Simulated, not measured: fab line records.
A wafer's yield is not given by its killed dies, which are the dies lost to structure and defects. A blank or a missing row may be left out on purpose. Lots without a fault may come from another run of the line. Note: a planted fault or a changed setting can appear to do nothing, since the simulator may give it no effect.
Which of the tools did it?	flow n5Finfet	10 lots, 30 wafers sampled, at 5 steps of a route of 1938

== WHAT THE GAUGES SHOWED, per wafer ==
N5_BEOL_M2_CD_MEAS_11 targets a cd of 16.79 nm. Usual: cdNm 16.80 nm, standard deviation 0.23.
lot	measured	on	cdNm (nm)	flag
L427	day 6 09:45	cdSem-03	16.51 16.88 16.76	
L428	day 6 18:52	cdSem-03	16.92 17.20 16.26	
L430	day 7 04:24	cdSem-02	16.88 16.56 16.78	
L436	day 8 13:57	cdSem-02	16.63 16.43 16.67	
L438	day 9 07:19	cdSem-03	16.70 17.04 16.91	
L444	day 10 20:05	cdSem-03	16.87 16.51 17.01	
L443	day 10 20:49	cdSem-02	16.60 16.92 16.71	
L447	day 11 11:43	cdSem-03	17.04 16.43 16.87	
L448	day 12 01:42	cdSem-01	16.52 16.87 16.88	
L450	day 12 05:05	cdSem-02	17.06 17.00 17.10	

N5_BEOL_M4_RC_MEAS_101. Usual: DIBL_N 36.1 mV/V, standard deviation 1.3; DIBL_P 36.3 mV/V, standard deviation 1.4; IOFF_N 0.162 nA/um, standard deviation 0.024; IOFF_P 0.22 nA/um, standard deviation 0.033; ION_N 674 uA/um, standard deviation 9.9; ION_P 464 uA/um, standard deviation 7.6; SS_N 71.6 mV/dec, standard deviation 0.53; SS_P 73.4 mV/dec, standard deviation 0.55; VT_N 249.4 mV, standard deviation 2.9; VT_P -249 mV, standard deviation 3.3.
lot	measured	on	DIBL_N (mV/V)	DIBL_P (mV/V)	IOFF_N (nA/um)	IOFF_P (nA/um)	ION_N (uA/um)	ION_P (uA/um)	SS_N (mV/dec)	SS_P (mV/dec)	VT_N (mV)	VT_P (mV)	flag
L427	day 7 22:31	prober-02	36.7 37.0 36.6	36.0 36.1 36.4	0.138 0.136 0.138	0.19 0.19 0.19	660 654 662	454 448 456	71.7 71.4 71.4	73.4 73.6 73.4	253.4 254.5 252.0	-253 -252 -251	
L428	day 8 04:13	prober-02	37.1 36.4 35.0	37.7 37.5 34.8	0.190 0.172 0.144	0.26 0.24 0.20	702 674 669	481 467 463	72.4 71.5 71.5	73.6 73.7 73.3	245.7 248.4 249.2	-245 -245 -250	
L430	day 8 08:53	prober-02	36.4 38.2 37.0	35.9 36.9 35.8	0.175 0.215 0.197	0.26 0.27 0.26	677 685 685	466 471 471	71.8 72.2 71.9	74.6 73.7 74.0	248.3 245.3 245.5	-245 -245 -246	
L436	day 9 17:50	prober-02	37.9 35.1 38.3	37.5 34.0 38.2	0.204 0.141 0.203	0.28 0.21 0.29	696 682 680	474 466 475	72.1 71.1 72.4	74.5 72.9 74.3	243.4 251.4 243.4	-244 -247 -246	
L438	day 10 09:19	prober-02	36.2 36.2 37.2	36.2 36.2 36.9	0.166 0.165 0.177	0.23 0.22 0.23	671 677 674	459 466 461	72.4 71.5 72.1	73.4 72.8 73.6	247.3 249.8 249.9	-250 -250 -247	
L444	day 11 23:51	prober-02	36.5 34.6 35.2	37.6 35.0 35.9	0.176 0.140 0.153	0.24 0.20 0.22	675 670 677	464 463 468	72.2 71.5 72.1	73.6 72.8 73.0	247.8 248.8 250.4	-248 -250 -250	
L443	day 12 01:59	prober-01	36.7 35.5 35.3	36.9 35.1 35.4	0.155 0.131 0.133	0.21 0.18 0.19	667 666 664	458 461 456	72.3 71.8 71.6	73.3 72.8 73.3	253.1 253.5 252.2	-252 -253 -250	
L447	day 12 20:35	prober-02	38.8 36.9 37.9	38.9 36.9 38.3	0.210 0.172 0.193	0.26 0.23 0.24	690 682 681	472 468 466	72.5 72.1 71.6	74.0 73.4 74.0	246.8 248.5 247.4	-249 -248 -249	
L448	day 13 13:46	prober-02	35.8 33.6 36.4	34.9 32.3 36.6	0.142 0.111 0.154	0.22 0.18 0.24	675 654 683	465 461 470	71.0 71.4 71.3	72.7 72.7 73.4	249.5 252.1 250.5	-246 -250 -246	
L450	day 13 09:01	prober-01	36.1 33.7 37.4	37.0 33.6 37.4	0.164 0.123 0.182	0.22 0.18 0.22	672 669 674	464 464 459	70.8 70.5 72.0	73.1 72.3 73.4	251.3 252.1 246.8	-248 -251 -249	

== TOOL THAT RAN EACH LOT (tool first, then ch and the chambers of the sampled wafers, then the start) ==
lot	N5_BEOL_M1_ANNEAL_93	N5_BEOL_M1_CMP_52	N5_BEOL_M2_COAT_61
L427	pvdSputter-02, day 6 06:57	cmp-04 ch 1,2,3, day 6 07:56	lithoTrack-03 ch 0, day 6 09:29
L428	pvdSputter-02, day 6 16:30	cmp-04 ch 2,3, day 6 17:21	lithoTrack-03 ch 0, day 6 18:35
L430	pvdSputter-01, day 7 01:43	cmp-04 ch 0,1,2, day 7 02:37	lithoTrack-03 ch 0, day 7 04:01
L436	pvdSputter-02, day 8 09:38	cmp-01 ch 0,1,3, day 8 10:36	lithoTrack-03 ch 0, day 8 13:41
L438	pvdSputter-03, day 9 04:50	cmp-03 ch 1,2,3, day 9 05:41	lithoTrack-03 ch 0, day 9 06:55
L444	pvdSputter-02, day 10 14:38	cmp-03 ch 1,2, day 10 15:40	lithoTrack-05 ch 0, day 10 19:41
L443	pvdSputter-02, day 10 17:05	cmp-04 ch 1,2,3, day 10 18:05	lithoTrack-05 ch 0, day 10 20:25
L447	pvdSputter-02, day 11 06:14	cmp-04 ch 0,1,2, day 11 07:22	lithoTrack-05 ch 0, day 11 11:14
L448	pvdSputter-01, day 11 21:29	cmp-01 ch 0,1, day 11 22:23	lithoTrack-01 ch 0, day 12 01:19
L450	pvdSputter-02, day 12 02:41	cmp-03 ch 1,2, day 12 03:38	lithoTrack-05 ch 0, day 12 04:49
- N5_BEOL_M1_ANNEAL_93: time 240 s.
- N5_BEOL_M1_CMP_52: polishes, stops on SiOC, t overpolish 6.8 s, target thk 40 nm.
- N5_BEOL_M2_COAT_61: time 60 s, resist thk 60 nm.

== WHAT THE TOOLS THEMSELVES READ (means of the sampled wafers that have a number; where no wafer has one, the mark that the record gives instead) ==
N5_BEOL_M1_ANNEAL_93. Usual: heaterPowerW 869 W, standard deviation 110.
lot	tool	heaterPowerW (W)	flag
L427	pvdSputter-02	841	
L428	pvdSputter-02	811	
L430	pvdSputter-01	888	
L436	pvdSputter-02	741	
L438	pvdSputter-03	928	
L444	pvdSputter-02	749	
L443	pvdSputter-02	842	
L447	pvdSputter-02	851	
L448	pvdSputter-01	912	
L450	pvdSputter-02	854	

N5_BEOL_M1_CMP_52. Usual: barrierFieldEndpointS 24.9 s, standard deviation 0.68; headPressurePsi 0.9997 psi, standard deviation 0.0021; motorCurrentA 6.3 A, standard deviation 0.58; overpolishRunS 6.800 s, standard deviation 0.01; timeToEndpointS 63 s, standard deviation 3.1.
lot	tool	barrierFieldEndpointS (s)	headPressurePsi (psi)	motorCurrentA (A)	overpolishRunS (s)	timeToEndpointS (s)	flag
L427	cmp-04	24.9	1.0013	6.2	6.799	63	
L428	cmp-04	24.4	1.0022	5.9	6.802	59	
L430	cmp-04	25.4	1.0004	6.2	6.804	62	
L436	cmp-01	23.8	0.9985	6.5	6.803	59	
L438	cmp-03	25.4	1.0007	6.0	6.811	64	
L444	cmp-03	26.0	0.9993	6.3	6.796	68	
L443	cmp-04	24.8	1.0012	6.3	6.794	61	
L447	cmp-04	24.7	1.0005	6.5	6.800	61	
L448	cmp-01	24.0	0.9983	6.6	6.804	59	
L450	cmp-03	25.1	1.0021	6.4	6.796	62	

N5_BEOL_M2_COAT_61. Usual: dispensePressureKPa 55 kPa, standard deviation 4.5; heaterPowerTotalW 500.9 W, standard deviation 1.8; plateTempC 249.99 C, standard deviation 0.19.
lot	tool	dispensePressureKPa (kPa)	heaterPowerTotalW (W)	plateTempC (C)	flag
L427	lithoTrack-03	55	499.5	250.11	
L428	lithoTrack-03	55	499.7	250.06	
L430	lithoTrack-03	55	500.1	250.27	
L436	lithoTrack-03	55	522.6	258.28	OFF
L438	lithoTrack-03	55	520.1	258.16	OFF
L444	lithoTrack-05	59	501.5	250.00	
L443	lithoTrack-05	59	500.3	249.98	
L447	lithoTrack-05	59	500.7	249.80	
L448	lithoTrack-01	48	499.9	250.04	
L450	lithoTrack-05	59	501.5	250.01	

== THE ANSWER, worked out from the rows above alone ==
Rule: a lot is off if the mean of its wafers that have a number lies more than 3 standard deviations from the usual mean. A lot without any number at a reading at which 4 lots or more have one is off too. The other lots that the step has rows for count as sound. Order of review: gauges by route order, followed by the tools' own readings, for which a lot's mean as printed above is used. The first step at which some lot is off is used, and at that step the reading that is off furthest; a lot without a number counts as furthest.
Off at N5_BEOL_M2_COAT_61 (plateTempC): L436, L438.
If a tool, at that step or one of the process steps before it, ran each lot that is off and ran no sound lot following the first of them, it fits. One fits: lithoTrack-03 at N5_BEOL_M2_COAT_61. A fault onset in the window from L430 (day 7 04:01, its last sound lot) to L436 (day 8 13:41, its first lot off) fits.
The tool's own readings at N5_BEOL_M2_COAT_61 bear it out: on the lots that are off they differ by more than 5 times the standard deviation of the sound lots' means. heaterPowerTotalW reads 521.4 W there against 500.4 W on the sound lots; plateTempC reads 258.22 C there against 250.03 C on the sound lots.

== WHAT WAS PUT IN BY THE SIMULATOR ==
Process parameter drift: lithoTrack-03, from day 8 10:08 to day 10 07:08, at N5_BEOL_M2_COAT_61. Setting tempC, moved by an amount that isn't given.
Lots struck among those shown: L436, L438. This agrees with what the rule above found.
